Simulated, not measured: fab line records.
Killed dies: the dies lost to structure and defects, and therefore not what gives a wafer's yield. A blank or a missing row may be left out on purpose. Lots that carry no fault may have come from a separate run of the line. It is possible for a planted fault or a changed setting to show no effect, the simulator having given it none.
The tool behind it: which one?    flow n5 finfet    24 lots, 72 wafers sampled, at 6 steps of a route of 1938

== WHAT THE GAUGES READ, wafer by wafer ==
No reading from a measuring or inspecting step in the record can be judged against a usual standard deviation.

== WHICH TOOL RAN EACH LOT (tool, then ch and the chambers of the sampled wafers, then the start) ==
lot   N5_BEOL_M13_DEGAS_41          N5_BEOL_M13_PRE_CLEAN_42      N5_BEOL_M14_ETCH_67                 N5_BEOL_M14_ETCH_38                            N5_BEOL_M14_DEGAS_41          N5_MIM_TOP_ETCH_ETCH_00
L074  pvd sputter-02, day 11 03:44  pvd sputter-02, day 11 03:47  rie diel-06 ch 0,2,3, day 11 06:46  rie diel-04 ch 1,2,3, day 11 08:04 or earlier  pvd sputter-01, day 11 08:04  rie metal-02 ch 0,1, day 11 21:39
L076  pvd sputter-01, day 11 09:26  pvd sputter-01, day 11 09:28  rie diel-04 ch 0,2,3, day 11 12:41  rie diel-01 ch 1,2,3, day 11 17:16 or earlier  pvd sputter-03, day 11 17:16  rie metal-03 ch 0,1, day 12 09:33
L077  pvd sputter-01, day 11 17:14  pvd sputter-01, day 11 17:16  rie diel-04 ch 0,2,3, day 11 20:14  rie diel-01 ch 0,1,2, day 11 21:11 or earlier  pvd sputter-02, day 11 21:11  rie metal-01 ch 0,1, day 12 09:37
L075  pvd sputter-03, day 11 17:43  pvd sputter-03, day 11 17:45  rie diel-04 ch 0,2,3, day 11 21:25  rie diel-01 ch 1,2,3, day 12 03:19 or earlier  pvd sputter-01, day 12 03:19  rie metal-03 ch 0,1, day 12 14:55
L078  pvd sputter-02, day 11 20:34  pvd sputter-02, day 11 20:36  rie diel-06 ch 0,2,3, day 11 23:30  rie diel-04 ch 1,2,3, day 12 03:41 or earlier  pvd sputter-02, day 12 03:41  rie metal-02 ch 0,1, day 12 16:13
L079  pvd sputter-03, day 12 03:41  pvd sputter-03, day 12 03:43  rie diel-01 ch 0,2,3, day 12 06:55  rie diel-01 ch 0,1,3, day 12 09:44 or earlier  pvd sputter-02, day 12 09:44  rie metal-03 ch 0,1, day 12 21:07
L080  pvd sputter-03, day 12 17:31  pvd sputter-03, day 12 17:34  rie diel-06 ch 0,3, day 12 20:26    rie diel-04 ch 0,3, day 12 23:09 or earlier    pvd sputter-01, day 12 23:09  rie metal-01 ch 0,1, day 13 09:46
L081  pvd sputter-01, day 12 20:04  pvd sputter-01, day 12 20:07  rie diel-01 ch 0,1,3, day 12 22:54  rie diel-06 ch 2,3, day 12 23:51 or earlier    pvd sputter-01, day 12 23:51  rie metal-01 ch 0,1, day 13 12:36
L082  pvd sputter-01, day 12 22:22  pvd sputter-01, day 12 22:25  rie diel-04 ch 0,2,3, day 13 01:17  rie diel-04 ch 2,3, day 13 03:11 or earlier    pvd sputter-01, day 13 03:11  rie metal-02 ch 0,1, day 13 15:05
L083  pvd sputter-01, day 13 08:22  pvd sputter-01, day 13 08:25  rie diel-01 ch 2,3, day 13 12:16    rie diel-06 ch 0,3, day 13 14:54 or earlier    pvd sputter-03, day 13 14:54  rie metal-02 ch 0,1, day 14 03:28
L084  pvd sputter-02, day 13 12:35  pvd sputter-02, day 13 12:38  rie diel-06 ch 0,3, day 13 16:02    rie diel-06 ch 0,2, day 13 19:32 or earlier    pvd sputter-01, day 13 19:32  rie metal-03 ch 0,1, day 14 04:37
L086  pvd sputter-02, day 13 20:10  pvd sputter-02, day 13 20:13  rie diel-01 ch 0,1,2, day 13 23:22  rie diel-04 ch 0,1, day 14 01:59 or earlier    pvd sputter-02, day 14 01:59  rie metal-03 ch 0,1, day 14 15:36
L085  pvd sputter-01, day 13 23:10  pvd sputter-01, day 13 23:13  rie diel-06 ch 0,1,2, day 14 02:13  rie diel-06 ch 1,2,3, day 14 04:33 or earlier  pvd sputter-01, day 14 04:33  rie metal-03 ch 0,1, day 14 15:49
L087  pvd sputter-03, day 14 03:35  pvd sputter-03, day 14 03:37  rie diel-06 ch 2,3, day 14 06:30    rie diel-06 ch 0,1,2, day 14 09:32 or earlier  pvd sputter-02, day 14 09:32  rie metal-02 ch 0,1, day 14 22:05
L088  pvd sputter-03, day 14 04:13  pvd sputter-03, day 14 04:16  rie diel-06 ch 1,2,3, day 14 07:07  rie diel-06 ch 0,2,3, day 14 10:37 or earlier  pvd sputter-03, day 14 10:37  rie metal-03 ch 0,1, day 14 22:12
L089  pvd sputter-03, day 14 14:43  pvd sputter-03, day 14 14:46  rie diel-01 ch 0,1,3, day 14 18:08  rie diel-04 ch 2,3, day 14 20:44 or earlier    pvd sputter-01, day 14 20:44  rie metal-03 ch 0,1, day 15 07:04
L090  pvd sputter-02, day 15 13:32  pvd sputter-02, day 15 13:35  rie diel-01 ch 0,1, day 15 16:54    rie diel-04 ch 1,2, day 15 18:16 or earlier    pvd sputter-02, day 15 18:16  rie metal-01 ch 0,1, day 16 08:41
L091  pvd sputter-02, day 15 13:52  pvd sputter-02, day 15 13:54  rie diel-01 ch 0,1,3, day 15 17:29  rie diel-04 ch 0,1,2, day 15 18:47 or earlier  pvd sputter-02, day 15 18:47  rie metal-03 ch 0,1, day 16 08:51
L092  pvd sputter-02, day 15 19:11  pvd sputter-02, day 15 19:14  rie diel-01 ch 0,2,3, day 15 22:15  rie diel-06 ch 0,1,2, day 15 23:08 or earlier  pvd sputter-02, day 15 23:08  rie metal-02 ch 0,1, day 16 12:08
L094  pvd sputter-01, day 15 22:29  pvd sputter-01, day 15 22:32  rie diel-04 ch 0,3, day 16 01:50    rie diel-04 ch 0,2,3, day 16 07:33 or earlier  pvd sputter-02, day 16 07:33  rie metal-01 ch 0,1, day 16 18:40
L093  pvd sputter-01, day 15 22:53  pvd sputter-01, day 15 22:56  rie diel-06 ch 0,1,2, day 16 02:07  rie diel-04 ch 0,1,2, day 16 10:02 or earlier  pvd sputter-01, day 16 10:02  rie metal-01 ch 0,1, day 16 22:07
L096  pvd sputter-01, day 16 10:31  pvd sputter-01, day 16 10:34  rie diel-04 ch 0,1,2, day 16 14:06  rie diel-01 ch 1,2, day 16 17:26 or earlier    pvd sputter-02, day 16 17:26  rie metal-02 ch 0, day 17 06:19
L095  pvd sputter-02, day 16 23:52  pvd sputter-02, day 16 23:55  rie diel-04 ch 0,1, day 17 03:21    rie diel-01 ch 0,1,3, day 17 06:11 or earlier  pvd sputter-03, day 17 06:11  rie metal-02 ch 0,1, day 17 19:11
L097  pvd sputter-01, day 17 00:12  pvd sputter-01, day 17 00:14  rie diel-01 ch 0,1,3, day 17 03:34  rie diel-06 ch 0,1,2, day 17 06:44 or earlier  pvd sputter-02, day 17 06:44  rie metal-03 ch 0,1, day 17 19:10
- N5_BEOL_M13_DEGAS_41: time 60 s.
- N5_BEOL_M13_PRE_CLEAN_42: time 30 s.
- N5_BEOL_M14_ETCH_67: etches SiARC in CF4, target depth 143 nm, time 238.3 s.
- N5_BEOL_M14_ETCH_38: etches SiCN in CF4/N2, target depth 106.5 nm, time 120.6 s.
- N5_BEOL_M14_DEGAS_41: time 60 s.
- N5_MIM_TOP_ETCH_ETCH_00: etches TiN in Cl2/BCl3, target depth 38.5 nm.

== AS READ BY THE TOOLS THEMSELVES (means over the sampled wafers that have a number; for cases with no such wafer, the mark the record gives instead) ==
N5_BEOL_M13_DEGAS_41. Usual: heater power w reads 345 W (standard deviation 41).
lot   tool            heater power w (W)  flag
L074  pvd sputter-02  335                 
L076  pvd sputter-01  345                 
L077  pvd sputter-01  355                 
L075  pvd sputter-03  372                 
L078  pvd sputter-02  350                 
L079  pvd sputter-03  373                 
L080  pvd sputter-03  300                 
L081  pvd sputter-01  326                 
L082  pvd sputter-01  312                 
L083  pvd sputter-01  333                 
L084  pvd sputter-02  339                 
L086  pvd sputter-02  337                 
L085  pvd sputter-01  330                 
L087  pvd sputter-03  377                 
L088  pvd sputter-03  322                 
L089  pvd sputter-03  357                 
L090  pvd sputter-02  371                 
L091  pvd sputter-02  368                 
L092  pvd sputter-02  345                 
L094  pvd sputter-01  345                 
L093  pvd sputter-01  332                 
L096  pvd sputter-01  341                 
L095  pvd sputter-02  336                 
L097  pvd sputter-01  361                 

N5_BEOL_M13_PRE_CLEAN_42. Usual: heater power w reads 344 W (standard deviation 40).
lot   tool            heater power w (W)  flag
L074  pvd sputter-02  344                 
L076  pvd sputter-01  347                 
L077  pvd sputter-01  361                 
L075  pvd sputter-03  380                 
L078  pvd sputter-02  345                 
L079  pvd sputter-03  379                 
L080  pvd sputter-03  303                 
L081  pvd sputter-01  326                 
L082  pvd sputter-01  313                 
L083  pvd sputter-01  333                 
L084  pvd sputter-02  337                 
L086  pvd sputter-02  333                 
L085  pvd sputter-01  331                 
L087  pvd sputter-03  373                 
L088  pvd sputter-03  320                 
L089  pvd sputter-03  352                 
L090  pvd sputter-02  371                 
L091  pvd sputter-02  369                 
L092  pvd sputter-02  345                 
L094  pvd sputter-01  347                 
L093  pvd sputter-01  331                 
L096  pvd sputter-01  337                 
L095  pvd sputter-02  334                 
L097  pvd sputter-01  353                 

N5_BEOL_M14_ETCH_67. Usual: chamber pressure mTorr is 40.00 mTorr with standard deviation 0.033, drypump motor current A is 5.7 A with standard deviation 0.54, etch rf on time s is 238 s with standard deviation 3.3, oes product au is 0.69 a.u. with standard deviation 0.069, rf vpp V is 184.2 V with standard deviation 1.1, showerhead plenum p Torr is 2.14 Torr with standard deviation 0.061, and throttle valve pct is 15.58 % with standard deviation 0.18.
lot   tool         chamber pressure mTorr (mTorr)  drypump motor current A (A)  etch rf on time s (s)  oes product au (a.u.)  rf vpp V (V)  showerhead plenum p Torr (Torr)  throttle valve pct (%)  flag
L074  rie diel-06  40.03                           5.9                          237                    0.67                   184.7         2.17                             15.66                   
L076  rie diel-04  40.00                           5.9                          234                    0.72                   183.8         2.14                             15.54                   
L077  rie diel-04  40.01                           5.9                          234                    0.72                   184.5         2.14                             15.55                   
L075  rie diel-04  40.03                           5.9                          235                    0.72                   183.6         2.14                             15.56                   
L078  rie diel-06  40.00                           5.9                          240                    0.66                   185.1         2.17                             15.67                   
L079  rie diel-01  40.00                           5.6                          238                    0.69                   184.4         2.15                             15.61                   
L080  rie diel-06  40.00                           6.4                          240                    0.61                   185.3         2.20                             15.78                   
L081  rie diel-01  40.00                           5.4                          238                    0.73                   184.0         2.14                             15.54                   
L082  rie diel-04  40.00                           5.9                          235                    0.70                   183.9         2.13                             15.57                   
L083  rie diel-01  40.02                           5.6                          239                    0.63                   183.9         2.13                             15.58                   
L084  rie diel-06  39.96                           6.4                          240                    0.61                   184.2         2.20                             15.81                   
L086  rie diel-01  39.98                           5.2                          242                    0.67                   183.3         2.13                             15.59                   
L085  rie diel-06  40.00                           5.4                          237                    0.73                   184.4         2.14                             15.54                   
L087  rie diel-06  40.00                           6.3                          239                    0.64                   184.3         2.16                             15.69                   
L088  rie diel-06  40.03                           5.8                          238                    0.71                   183.3         2.13                             15.51                   
L089  rie diel-01  39.99                           5.3                          239                    0.71                   183.6         2.14                             15.57                   
L090  rie diel-01  40.00                           5.0                          239                    0.70                   183.2         2.11                             15.53                   
L091  rie diel-01  39.98                           5.4                          236                    0.70                   184.6         2.13                             15.59                   
L092  rie diel-01  39.98                           5.5                          237                    0.67                   183.3         2.14                             15.67                   
L094  rie diel-04  40.01                           5.6                          231                    0.76                   183.9         2.16                             15.48                   
L093  rie diel-06  39.96                           5.4                          239                    0.69                   184.1         2.13                             15.57                   
L096  rie diel-04  39.99                           5.9                          237                    0.74                   183.9         2.15                             15.51                   
L095  rie diel-04  40.02                           5.6                          236                    0.74                   183.5         2.09                             15.41                   
L097  rie diel-01  39.99                           5.3                          238                    0.70                   185.1         2.13                             15.61                   

N5_BEOL_M14_ETCH_38. Usual: chamber pressure mTorr 40.01 mTorr, standard deviation 0.035; drypump motor current A 5.7 A, standard deviation 0.51; oes product au 0.81 a.u., standard deviation 0.09; rf vpp V 382.3 V, standard deviation 1.9; showerhead plenum p Torr 2.21 Torr, standard deviation 0.071; throttle valve pct 15.41 %, standard deviation 0.21.
lot   tool         chamber pressure mTorr (mTorr)  drypump motor current A (A)  oes product au (a.u.)  rf vpp V (V)  showerhead plenum p Torr (Torr)  throttle valve pct (%)  flag
L074  rie diel-04  39.99                           6.0                          0.77                   381.7         2.20                             15.40                   
L076  rie diel-01  39.96                           5.4                          0.81                   382.2         2.19                             15.30                   
L077  rie diel-01  39.99                           5.2                          0.82                   381.4         2.20                             15.39                   
L075  rie diel-01  40.02                           5.4                          0.80                   381.5         2.19                             15.31                   
L078  rie diel-04  40.00                           5.9                          0.75                   382.1         2.20                             15.42                   
L079  rie diel-01  40.05                           5.4                          0.86                   382.6         2.21                             15.35                   
L080  rie diel-04  40.00                           5.6                          0.84                   380.9         2.14                             15.42                   
L081  rie diel-06  40.03                           6.3                          0.76                   383.7         2.23                             15.51                   
L082  rie diel-04  40.02                           6.2                          0.81                   383.0         2.25                             15.39                   
L083  rie diel-06  40.00                           6.4                          0.71                   383.8         2.27                             15.64                   
L084  rie diel-06  40.00                           5.5                          0.76                   383.5         2.24                             15.56                   
L086  rie diel-04  40.05                           5.6                          0.93                   381.3         2.17                             15.18                   
L085  rie diel-06  39.98                           5.9                          0.84                   381.4         2.19                             15.35                   
L087  rie diel-06  39.99                           5.4                          0.83                   382.0         2.20                             15.37                   
L088  rie diel-06  40.01                           5.9                          0.75                   382.7         2.23                             15.56                   
L089  rie diel-04  40.01                           5.9                          0.76                   381.2         2.16                             15.40                   
L090  rie diel-04  40.02                           5.9                          0.89                   382.7         2.22                             15.19                   
L091  rie diel-04  40.02                           5.9                          0.87                   382.7         2.22                             15.35                   
L092  rie diel-06  40.03                           5.4                          0.81                   382.2         2.19                             15.39                   
L094  rie diel-04  40.07                           5.9                          0.88                   383.7         2.28                             15.29                   
L093  rie diel-04  40.00                           5.9                          0.86                   383.2         2.21                             15.36                   
L096  rie diel-01  40.01                           5.3                          0.72                   380.9         2.16                             15.42                   
L095  rie diel-01  40.00                           5.3                          0.81                   382.5         2.20                             15.45                   
L097  rie diel-06  39.94                           5.4                          0.80                   382.2         2.19                             15.42                   

N5_BEOL_M14_DEGAS_41. Usual: heater power w reads 485 W (standard deviation 52).
lot   tool            heater power w (W)  flag
L074  pvd sputter-01  468                 
L076  pvd sputter-03  498                 
L077  pvd sputter-02  491                 
L075  pvd sputter-01  473                 
L078  pvd sputter-02  471                 
L079  pvd sputter-02  468                 
L080  pvd sputter-01  477                 
L081  pvd sputter-01  496                 
L082  pvd sputter-01  467                 
L083  pvd sputter-03  501                 
L084  pvd sputter-01  486                 
L086  pvd sputter-02  517                 
L085  pvd sputter-01  484                 
L087  pvd sputter-02  480                 
L088  pvd sputter-03  524                 
L089  pvd sputter-01  500                 
L090  pvd sputter-02  446                 
L091  pvd sputter-02  481                 
L092  pvd sputter-02  485                 
L094  pvd sputter-02  493                 
L093  pvd sputter-01  465                 
L096  pvd sputter-02  472                 
L095  pvd sputter-03  467                 
L097  pvd sputter-02  484                 

N5_MIM_TOP_ETCH_ETCH_00. Usual: chamber pressure mTorr 10.001 mTorr, standard deviation 0.0091; drypump motor current A 5.45 A, standard deviation 0.16; oes product au 0.80 a.u., standard deviation 0.095; throttle valve pct 22.76 %, standard deviation 0.21.
lot   tool          chamber pressure mTorr (mTorr)  drypump motor current A (A)  oes product au (a.u.)  throttle valve pct (%)  flag
L074  rie metal-02  10.005                          5.61                         0.85                   22.75                   
L076  rie metal-03  9.995                           5.40                         0.77                   22.85                   
L077  rie metal-01  10.003                          5.40                         0.73                   22.80                   
L075  rie metal-03  10.009                          5.39                         0.76                   22.85                   
L078  rie metal-02  9.998                           5.46                         0.90                   22.58                   
L079  rie metal-03  9.995                           5.39                         0.83                   22.72                   
L080  rie metal-01  9.992                           5.42                         0.72                   22.81                   
L081  rie metal-01  10.010                          5.40                         0.76                   22.83                   
L082  rie metal-02  9.999                           5.46                         0.89                   22.58                   
L083  rie metal-02  9.996                           5.46                         0.88                   22.58                   
L084  rie metal-03  9.994                           5.39                         0.75                   22.87                   
L086  rie metal-03  9.997                           5.40                         0.82                   22.73                   
L085  rie metal-03  10.006                          5.41                         0.81                   22.73                   
L087  rie metal-02  10.001                          5.46                         0.87                   22.59                   
L088  rie metal-03  10.000                          5.40                         0.81                   22.73                   
L089  rie metal-03  10.000                          5.40                         0.75                   22.87                   
L090  rie metal-01  9.997                           5.41                         0.71                   22.82                   
L091  rie metal-03  10.010                          5.39                         0.74                   22.87                   
L092  rie metal-02  10.000                          5.47                         0.86                   22.59                   
L094  rie metal-01  9.999                           5.41                         0.75                   22.86                   
L093  rie metal-01  10.002                          5.43                         0.74                   22.85                   
L096  rie metal-02  9.999                           5.30                         0.90                   22.42                   
L095  rie metal-02  10.002                          5.63                         0.80                   22.78                   
L097  rie metal-03  10.007                          5.39                         0.73                   22.89                   

== THE ANSWER, worked out from the rows above alone ==
Rule: a lot is off if the mean of its wafers that have a number lies more than 3 standard deviations from the usual mean. A lot without any number at a reading at which 4 lots or more have one is off too. The other lots that the step has rows for count as sound. Order of review: gauges by route order, followed by the tools' own readings, for which a lot's mean as printed above is used. The first step at which some lot is off is used, and at that step the reading that is off furthest; a lot without a number counts as furthest.
No lot is off at any reading shown: from this, nothing can be told.

== WHAT THE SIMULATOR HAD INSERTED ==
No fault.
